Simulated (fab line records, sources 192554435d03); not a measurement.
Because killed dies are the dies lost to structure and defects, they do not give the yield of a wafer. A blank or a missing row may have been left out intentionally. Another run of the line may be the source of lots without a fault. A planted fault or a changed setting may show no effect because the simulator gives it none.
Which tool did it? ; flow n5-finfet ; 12 lots, 36 wafers sampled, at 1 step of a route of 1938

== WHAT EACH GAUGE READ, for each wafer ==
N5_WELL_APT_INSPECT_10: inspects for defects (macro).
lot;measured;on;raw-defect-count
L075;day 1 19:47;defect-inspect-01;0 2 2
L077;day 2 07:47;defect-inspect-01;1 1 3
L079;day 2 20:04;defect-inspect-01;0 1 1
L081;day 3 08:08;defect-inspect-02;3 2 3
L083;day 3 20:12;defect-inspect-01;1 2 2
L085;day 4 07:46;defect-inspect-01;0 2 6
L087;day 4 19:44;defect-inspect-01;2 3 4
L089;day 5 07:38;defect-inspect-01;1 1 6
L091;day 5 19:40;defect-inspect-01;3 3 5
L093;day 6 07:49;defect-inspect-01;3 4 0
L095;day 6 20:14;defect-inspect-02;3 2 3
L097;day 7 07:52;defect-inspect-01;3 2 3

== WHICH TOOL RAN EACH LOT (tool, then ch and the chambers of the sampled wafers, then the start) ==
No process step before these readings appears in the record.

== THE ANSWER, worked out from the rows above alone ==
Rule: the usual values come from the lots themselves. Put in order of their means at a reading, lots are off if they are a third of the lots or fewer, leave a main group of 4 or more, and stand apart from it by a gap of 3 or more times the standard deviation of the main group's means; of several such gaps the widest counts. The tables above print the reading to a certain number of digits; a main group whose means all agree to those digits is not used. Also off: a lot with no number at a reading for which 4 or more lots have one. Where the step has rows for the other lots, those lots are counted as sound.
No lot is off at any reading shown: from this, nothing can be told.

== WHAT WAS PUT IN BY THE SIMULATOR ==
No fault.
